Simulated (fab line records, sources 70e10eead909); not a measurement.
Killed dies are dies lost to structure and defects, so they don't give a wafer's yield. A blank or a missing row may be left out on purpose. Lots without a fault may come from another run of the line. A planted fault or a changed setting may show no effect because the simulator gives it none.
fab line records | flow nand_harc
record lots=6 wafers=16 last_day=33
route steps=1302 shown A_SGD_CUT@903 END@1302
lots that met no fault: from a run of the same line without faults
start_h: hours from the record's first day to the start of the lot's first wafer shown | wait_h: hours since the lot's step before | " the same as in the row above | L1.1+2: a row that stands for several wafers | - no value, or no start given | * or withheld: withheld | < > ~ a bound
route shown NAME@n: a module of which the file shows steps, and the number in the route of the first | usual: mean/standard deviation of fault-free wafers | same: alike in all rows | chamber/n: place in a boat | sites: the reading at each site | _std_site: their standard deviation | _edge_site: outer sites' mean less inner sites' | radius_mm: how far each site lies from the wafer's centre | mask NAME#n: copy n | behind: the tool/chamber that last shaped the wafer | hold: why the lot was held/for how many hours/how that ended | device: the transistor (n, p or np) that didn't switch | end of line: the same wafers' tests at the end of the route | a step without rows: its recipe alone | killed: dies lost to structure and defects at the first sort, not the wafer's yield | map: a wafer's dies, x killed, . not, _ none there
set.NAME: the setting as run; set.NAME@STEP: as run at that earlier step | model.NAME: the simulator's own value behind a step, which no gauge read
lots at some steps of the route; a table a step, a row a wafer
services: from which hour (start_h, from the record's first day; less than 0 if before it) a tool's chamber was out of use, for how many hours, and why
## steps
# step NHARC_A_SGD_CUT_INSPECT_11
# usual raw_defect_count=56/29
# columns lot.wafer tool chamber start_h wait_h raw_defect_count
L946.2 defect_inspect-01 - 499.63 0.0 18
L946.3 " - " " 21
L946.6 " - " " 19
L948.2 defect_inspect-01 - 512.51 0.0 67
L948.4 " - " " 78
L948.5 " - " " 82
L952.1 defect_inspect-02 - 554.54 0.0 69
L952.3 " - " " 68
L952.6 " - " " 50
L953.1 defect_inspect-02 - 574.87 0.0 87
L953.3 " - " " 66
L953.4 " - " " 76
L959.3 defect_inspect-02 - 632.05 0.0 63
L959.4 " - " " 41
L961.2 defect_inspect-01 - 652.79 0.0 24
L961.4 " - " " 24
# step NHARC_A_SGD_CUT_DESCUM_14
# recipe time_s=3 o2_flow_sccm=200 ar_flow_sccm=0 bias_power_w=0 chemistry=O2
# usual drypump_motor_current_A=5.7/0.59 o2_flow_sccm=200.0/0.6 oes_product_au=0.997/0.0088 rf_vpp_V=57.9/0.94 showerhead_plenum_p_Torr=1.94/0.083 throttle_valve_pct=11.311/0.0091
# columns lot.wafer tool chamber start_h wait_h drypump_motor_current_A o2_flow_sccm oes_product_au rf_hours_counter_h rf_vpp_V showerhead_plenum_p_Torr throttle_valve_pct
L946.3 rie_diel-07 1 499.70 0.1 6.3 199.0 1.001 2 56.3 1.81 11.310
L946.2 " 3 " " 6.4 200.1 0.988 1 58.4 1.98 11.308
L946.6 " 0 " " 4.6 199.9 1.008 - 59.0 2.06 11.310
L948.4 rie_diel-07 1 512.58 0.1 6.4 199.8 0.992 2 57.0 1.81 11.312
L948.2 " 3 " " 6.4 200.6 0.997 1 58.8 1.98 11.318
L948.5 " 1 " " 6.3 200.3 0.988 - 58.6 1.81 11.309
L952.3 rie_diel-01 0 554.60 0.1 5.6 199.7 1.005 12 59.1 1.89 11.321
L952.1 " 1 " " 6.6 200.1 1.012 12 57.9 1.93 11.319
L952.6 " 0 " " 5.6 200.1 1.004 - 58.7 1.89 11.300
L953.3 rie_diel-11 3 574.93 0.1 5.4 200.7 0.977 11 58.0 1.95 11.303
L953.1 " 1 " " 5.6 200.0 0.985 10 57.5 1.98 11.318
L953.4 " 2 " " 6.1 199.8 0.992 10 58.2 2.02 11.311
L959.4 rie_diel-01 1 632.11 0.1 6.5 199.0 0.998 4 58.4 1.93 11.334
L959.3 " 0 " " 5.5 199.9 1.009 5 57.7 1.89 11.314
L961.4 rie_diel-01 0 652.86 0.1 5.5 199.7 1.004 6 57.2 1.89 11.308
L961.2 " 2 " " 5.9 199.9 0.998 5 58.2 1.90 11.297
# step NHARC_A_SGD_CUT_ETCH_58
# recipe target_depth_a=390 over_etch_frac=0.3 time_s=65 ion_energy_ev=80 cf4_flow_sccm=150 ar_flow_sccm=0 rf_w=300 bias_w=100 chemistry=CF4
# usual drypump_motor_current_A=5.8/0.55 oes_product_au=0.999/0.0081 rf_vpp_V=151.5/1.2 showerhead_plenum_p_Torr=1.79/0.069 throttle_valve_pct=13.285/0.0099
# columns lot.wafer tool chamber start_h wait_h drypump_motor_current_A oes_product_au rf_hours_counter_h rf_vpp_V showerhead_plenum_p_Torr throttle_valve_pct
L946.3 rie_diel-07 2 499.78 0.1 5.5 0.991 1 150.3 1.81 13.275
L946.2 " 1 " " 6.4 0.993 2 150.3 1.68 13.289
L946.6 " 2 " " 5.5 0.994 - 151.6 1.81 13.260
L948.2 rie_diel-07 3 512.66 0.1 6.4 0.993 1 152.1 1.82 13.264
L948.4 " 0 " " 4.6 1.002 2 153.3 1.89 13.292
L948.5 " 2 " " 5.5 0.986 - 153.1 1.81 13.276
L952.1 rie_diel-01 0 554.70 0.1 5.5 1.018 13 150.3 1.75 13.269
L952.3 " 1 " " 6.5 1.017 12 150.4 1.78 13.290
L952.6 " 3 " " 5.4 1.001 - 151.3 1.83 13.294
L953.4 rie_diel-11 0 575.01 0.1 6.1 0.996 11 150.7 1.64 13.300
L953.1 " 1 " " 5.6 0.995 10 152.3 1.83 13.291
L953.3 " 2 " " 6.1 1.007 11 152.1 1.86 13.294
L959.4 rie_diel-01 0 632.20 0.1 5.5 1.005 5 150.9 1.75 13.278
L959.3 " 2 " " 5.9 0.994 4 151.1 1.76 13.272
L961.2 rie_diel-01 2 652.94 0.1 5.9 0.986 5 152.1 1.76 13.275
L961.4 " 1 " " 6.5 0.999 5 151.6 1.78 13.299
# step NHARC_A_SGD_CUT_ETCH_59
# recipe target_depth_a=2600 over_etch_frac=0.25 time_s=406.25 ion_energy_ev=200 n2_flow_sccm=150 h2_flow_sccm=150 ar_flow_sccm=0 rf_w=400 bias_w=150 chemistry=N2/H2
# usual drypump_motor_current_A=5.7/0.58 oes_product_au=0.997/0.0083 rf_vpp_V=431.3/2.5 showerhead_plenum_p_Torr=2.07/0.09 throttle_valve_pct=14.171/0.0092
# columns lot.wafer tool chamber start_h wait_h drypump_motor_current_A oes_product_au rf_hours_counter_h rf_vpp_V showerhead_plenum_p_Torr throttle_valve_pct
L946.2 rie_diel-07 2 - - 5.5 0.998 1 431.5 2.10 14.176
L946.3 " 1 " " 6.3 1.009 2 426.9 1.93 14.173
L946.6 " 3 " " 6.3 0.996 - 432.5 2.11 14.167
L948.4 rie_diel-07 1 - - 6.3 0.992 2 427.2 1.93 14.159
L948.2 " 2 " " 5.5 0.984 2 430.7 2.10 14.157
L948.5 " 0 " " 4.6 1.002 - 434.4 2.20 14.181
L952.3 rie_diel-01 0 - - 5.6 1.014 13 431.8 2.02 14.172
L952.1 " 2 " " 5.9 1.010 12 429.2 2.03 14.173
L952.6 " 1 " " 6.5 1.015 - 432.5 2.06 14.150
L953.1 rie_diel-11 0 - - 6.2 0.991 11 426.3 1.88 14.165
L953.3 " 1 " " 5.6 0.983 11 433.5 2.11 14.165
L953.4 " 2 " " 6.1 1.004 11 433.0 2.16 14.170
L959.3 rie_diel-01 3 - - 5.4 1.000 5 432.8 2.11 14.157
L959.4 " 2 " " 5.9 0.990 4 429.9 2.03 14.174
L961.4 rie_diel-01 2 - - 5.9 1.002 5 431.3 2.03 14.176
L961.2 " 3 " " 5.4 1.004 6 431.6 2.11 14.162
# step NHARC_A_SGD_CUT_ETCH_15
# recipe target_depth_a=750 time_s=64.3 ch3f_flow_sccm=50 o2_flow_sccm=30 ar_flow_sccm=200 rf_w=500 bias_w=100 chemistry=CH3F/O2
# usual drypump_motor_current_A=5.7/0.56 o2_flow_sccm=30.00/0.088 oes_product_au=0.962/0.012 rf_vpp_V=264.4/1.7 showerhead_plenum_p_Torr=2.50/0.099 throttle_valve_pct=20.663/0.011
# columns lot.wafer tool chamber start_h wait_h drypump_motor_current_A o2_flow_sccm oes_product_au rf_hours_counter_h rf_vpp_V showerhead_plenum_p_Torr throttle_valve_pct
L946.2 rie_diel-07 2 - - 5.5 30.19 0.959 1 265.8 2.53 20.653
L946.3 " 0 " " 4.6 30.08 0.957 1 268.1 2.64 20.667
L946.6 " 2 " " 5.5 30.05 0.966 - 266.1 2.52 20.666
L948.2 rie_diel-07 2 - - 5.5 29.97 0.956 2 264.6 2.52 20.645
L948.4 " 3 " " 6.3 30.07 0.951 2 266.1 2.54 20.665
L948.5 " 3 " " 6.4 30.09 0.954 - 265.6 2.54 20.679
L952.3 rie_diel-01 1 - - 6.5 29.91 0.968 12 263.4 2.48 20.658
L952.1 " 3 " " 5.3 29.94 0.977 11 265.0 2.54 20.654
L952.6 " 1 " " 6.5 29.90 0.968 - 263.3 2.48 20.667
L953.3 rie_diel-11 2 - - 6.1 30.00 0.975 11 266.3 2.59 20.660
L953.1 " 3 " " 5.4 29.89 0.948 11 263.3 2.50 20.658
L953.4 " 0 " " 6.1 30.08 0.958 11 261.5 2.28 20.662
L959.4 rie_diel-01 3 - - 5.4 30.12 0.979 5 265.7 2.54 20.658
L959.3 " 2 " " 5.9 30.10 0.953 4 264.6 2.44 20.648
L961.2 rie_diel-01 3 - - 5.4 30.07 0.959 6 266.1 2.54 20.667
L961.4 " 0 " " 5.5 29.78 0.964 6 264.0 2.43 20.659
# step NHARC_A_SGD_CUT_ETCH_16
# recipe target_depth_a=3105 time_s=155.2 c4f8_flow_sccm=withheld o2_flow_sccm=8 ar_flow_sccm=withheld rf_w=600 bias_w=800 chemistry=C4F8/O2/Ar
# usual oes_product_au=0.972/0.01 rf_vpp_V=725/4.3
# columns lot.wafer tool chamber start_h wait_h oes_product_au rf_hours_counter_h rf_vpp_V
L946.2 rie_diel-07 1 - - 0.978 2 717
L946.3 " 2 " " 0.964 1 725
L946.6 " 0 " " 0.968 - 731
L948.2 rie_diel-07 0 - - 0.960 2 730
L948.4 " 1 " " 0.956 2 718
L948.5 " 0 " " 0.950 - 730
L952.1 rie_diel-01 0 - - 0.986 13 721
L952.3 " 3 " " 0.987 11 726
L952.6 " 1 " " 0.990 - 725
L953.1 rie_diel-11 3 - - 0.957 11 724
L953.4 " 0 " " 0.968 11 715
L953.3 " 1 " " 0.970 11 727
L959.4 rie_diel-01 2 - - 0.971 4 721
L959.3 " 3 " " 0.980 5 727
L961.2 rie_diel-01 2 - - 0.970 5 723
L961.4 " 1 " " 0.972 5 724
# step NHARC_A_SGD_CUT_STRIP_60
# recipe c4f8_flow_sccm=withheld o2_flow_sccm=8 ar_flow_sccm=withheld bias_w=0 chemistry=C4F8/O2/Ar
# step NHARC_A_SGD_CUT_STRIP_17
# recipe o2_flow_sccm=500 ar_flow_sccm=0 bias_w=0 chemistry=O2
# step NHARC_A_SGD_CUT_PRECLEAN_18
# recipe time_s=* temp_c=50 bath_age_min=0 chemistry=SC1
# step NHARC_A_SGD_CUT_SRD_19
# step NHARC_A_SGD_CUT_DEP_20
# recipe target_thk_a=1500 temp_c=65 material=SiO2
# step NHARC_A_SGD_CUT_ANNEAL_27
# recipe temp_c=450 time_s=1800
# step NHARC_A_SGD_CUT_CMP_21
# recipe target_thk_nm=148.19
# usual motor_current_A=12.5/1.2 slurry_flow_ml_min=150.0/0.43 time_to_endpoint_s=48.4/2.3
# columns lot.wafer tool chamber start_h wait_h motor_current_A slurry_flow_ml_min time_to_endpoint_s
L946.3 cmp-03 0 505.97 0.4 12.6 149.7 50.6
L946.2 " 1 " " 12.6 150.7 51.2
L946.6 " 2 " " 11.3 150.1 50.2
L948.2 cmp-01 1 515.61 0.4 13.5 150.3 49.0
L948.4 " 2 " " 12.8 150.7 50.1
L948.5 " 0 " " 12.9 150.4 49.5
L952.3 cmp-02 0 560.37 0.4 8.9 149.9 47.1
L952.1 " 1 " " 12.1 149.9 42.1
L952.6 " 0 " " 8.6 150.1 45.0
L953.4 cmp-01 0 581.60 0.4 12.9 150.4 49.0
L953.1 " 1 " " 13.3 150.3 50.4
L953.3 " 2 " " 12.8 150.1 48.8
L959.3 cmp-01 2 638.02 0.4 12.2 149.9 46.8
L959.4 " 3 " " 11.9 149.5 25.7
L961.4 cmp-01 1 655.86 0.6 13.0 149.8 25.2
L961.2 " 2 " " 12.5 149.9 48.8
# step NHARC_A_SGD_CUT_THK_MEAS_22
# recipe thk_meas_gauge=ellipsometry
# usual thk_nm=147.9/1.2
# columns lot.wafer tool chamber start_h wait_h thk_nm
L946.2 film_metro-01 - 506.18 0.2 148.2
L946.3 " - " " 148.3
L946.6 " - " " 148.3
L948.2 film_metro-01 - 515.84 0.2 149.9
L948.4 " - " " 148.7
L948.5 " - " " 148.4
L952.1 film_metro-02 - 560.62 0.2 148.9
L952.3 " - " " 149.7
L952.6 " - " " 148.7
L953.1 film_metro-01 - 581.85 0.2 149.1
L953.3 " - " " 147.1
L953.4 " - " " 145.2
L959.3 film_metro-02 - 638.28 0.2 150.0
L959.4 " - " " 146.1
L961.2 film_metro-01 - 656.07 0.2 147.3
L961.4 " - " " 147.1
# step NHARC_END_SORT_01
# recipe temp_c=25
# usual killed_at_array=51/17 killed_at_other=1.6/2.1 killed_at_periphery=4/3.2 killed_dies=57/18 killed_open=2.9/1.7 killed_short=2.3/1.3
# same gross_dies=677
# columns lot.wafer tool chamber start_h wait_h killed_at_array killed_at_other killed_at_periphery killed_dies killed_open killed_short
L948.2 prober-01 0 639.01 2.8 69 0 2 71 3 2
L948.4 prober-01 0 640.60 3.4 61 1 4 66 2 2
L948.5 prober-01 0 641.39 3.7 67 1 5 73 4 2
# killed by level:class
L948.2 A_CHANNEL_HOLE_D1:chamber_film_flake=27 A_SLIT:chamber_film_flake=20 A_CHANNEL_HOLE_D2:chamber_film_flake=6 A_STAIRCASE:chamber_film_flake=5 A_CHANNEL_FILL_D2:geometric_particle:short=2 A_DECK1_JOINT:chamber_film_flake=2 A_WL_FILL:chamber_film_flake=2 A_M0:chamber_film_flake=2
L948.4 A_CHANNEL_HOLE_D1:chamber_film_flake=24 A_SLIT:chamber_film_flake=16 A_CHANNEL_HOLE_D2:chamber_film_flake=7 A_STAIRCASE:chamber_film_flake=5 P_ZERO_WELL:chamber_film_flake=3 A_CONTACT:chamber_film_flake=3 A_M0:chamber_film_flake=2 P_STI:geometric_particle:open=1
L948.5 A_CHANNEL_HOLE_D1:chamber_film_flake=27 A_SLIT:chamber_film_flake=21 A_CHANNEL_HOLE_D2:chamber_film_flake=10 A_STAIRCASE:chamber_film_flake=4 P_STI:chamber_film_flake=3 A_WL_FILL:geometric_particle:short=2 A_M0:geometric_particle:open=2 P_GATE:geometric_particle:open=1
## services
# columns tool chamber start_h hours kind
cmp-02 - 481.09 1.1 repair
cmp-01 - 486.13 4.0 pm
rie_diel-01 0 487.91 - clean
rie_diel-01 1 487.91 - clean
rie_diel-01 2 487.91 - clean
cmp-02 - 493.86 0.8 repair
cmp-03 - 493.98 1.4 repair
cmp-02 - 494.81 1.1 repair
rie_diel-01 3 500.28 12.8 repair
cmp-03 - 505.33 0.3 repair
cmp-03 - 510.95 0.9 repair
cmp-02 - 526.50 4.0 pm
cmp-01 - 534.57 1.1 repair
cmp-03 - 536.15 0.5 repair
cmp-03 - 556.38 4.0 pm
rie_diel-01 - 557.93 9.0 pm
cmp-01 - 564.83 2.3 repair
cmp-03 - 570.44 0.3 repair
cmp-01 - 584.13 4.0 pm
cmp-03 - 587.79 74.2 repair
rie_diel-11 - 609.50 9.0 pm
cmp-02 - 624.50 4.0 pm
rie_diel-07 3 627.36 4.3 repair
rie_diel-07 - 648.20 9.0 pm
## key
first_sign step=NHARC_A_SGD_CUT_CMP_21 reading=time_to_endpoint_s direction=down sigmas=9.9 usual=* struck=*
effect none on later readings
met_at NHARC_A_SGD_CUT_CMP_21
struck_wafers L959.4,L961.4
tester_left_out L959,L961
onset_between 581.60 638.02
fault kind=process_parameter_drift tool=cmp-01 chamber=- onset_h=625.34 steps=NHARC_A_SGD_CUT_CMP_21 channel=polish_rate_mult offset=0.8 shape=step end_h=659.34 scope=struck_wafers_only
# tester_left_out: of these lots the tester's yield and bins aren't shown, on N5 and GAA mostly nor the transistor test; their killed dies are dies lost to structure and defects alone, not to doping, threshold or leakage, so they don't give the yield
